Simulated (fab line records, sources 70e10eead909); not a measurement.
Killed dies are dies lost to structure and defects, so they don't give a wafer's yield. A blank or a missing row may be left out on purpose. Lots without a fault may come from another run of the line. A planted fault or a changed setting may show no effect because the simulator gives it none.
One fault seen from 2 desks | flow nand_harc | each desk has only its own numbers; what lay behind them comes last

THE TOOL OWNER'S DESK: acl_dep-01
The tool's own readings at NHARC_A_SLIT_DEP_00 (deposits aC, target thk 3200 nm): means of the sampled wafers that have a number, for each lot that ran on this tool. A lot is out of limits, marked OUT, if its mean lies more than 4 standard deviations from the usual mean; the brackets give that distance.
Columns: A = throttle_valve_pct at NHARC_A_SLIT_DEP_00, usual 35.000 %
lot  | first seen here | A
L267 | day 14 04:10    | 34.999
L269 | day 14 16:18    | 34.996
L271 | day 15 10:55    | 35.000
L278 | day 17 11:20    | 34.994
L282 | day 18 11:34    | 35.002
This desk's finding: nothing out of limits on any of the 5 lots.

THE DEFECT DESK
What the inspections along the route counted, lot by lot: means of the sampled wafers that have a number. A lot is out of limits, marked OUT, if its mean lies more than 4 standard deviations from the usual mean; the brackets give that distance.
Columns: A = raw_defect_count at NHARC_A_SLIT_INSPECT_11, usual 22; B = raw_defect_count at NHARC_A_SIN_REMOVE_INSPECT_04, usual 328
lot  | first seen here | A             | B
L267 | day 14 06:19    | 19            | 307
L269 | day 14 19:06    | 10            | 269
L271 | day 15 13:40    | 9             | 409
L272 | day 15 13:54    | 12            | 304
L278 | day 17 14:11    | 453 (+45) OUT | 683
L282 | day 18 13:55    | 439 (+43) OUT | 943 (+6.2) OUT
L283 | day 18 15:31    | 11            | 209
L285 | day 18 22:38    | 31            | 223
L289 | day 19 12:09    | 32            | 245
L286 | day 19 12:18    | 34            | 284
L288 | day 19 16:27    | 17            | 331
This desk's finding: out of limits on L278, L282; first on L278, day 17 14:11 (raw_defect_count at NHARC_A_SLIT_INSPECT_11). In limits: L267, L269, L271, L272, L283, L285, L289, L286, L288.

PUT TOGETHER
The defect desk could have raised an alarm at day 17 14:11, on L278, L282.
The tool owner's desk saw nothing out of limits.
The tool owner's desk has L278, L282 on record, within its limits.
Of the lots named, all ran NHARC_A_SLIT_DEP_00 on acl_dep-01.

WHAT THE SIMULATOR HAD PUT IN
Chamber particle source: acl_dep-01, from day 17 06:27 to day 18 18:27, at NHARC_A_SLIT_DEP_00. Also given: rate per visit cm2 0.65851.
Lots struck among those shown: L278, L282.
Hours from the fault's start to each desk's first reading out of limits: the defect desk, 8.
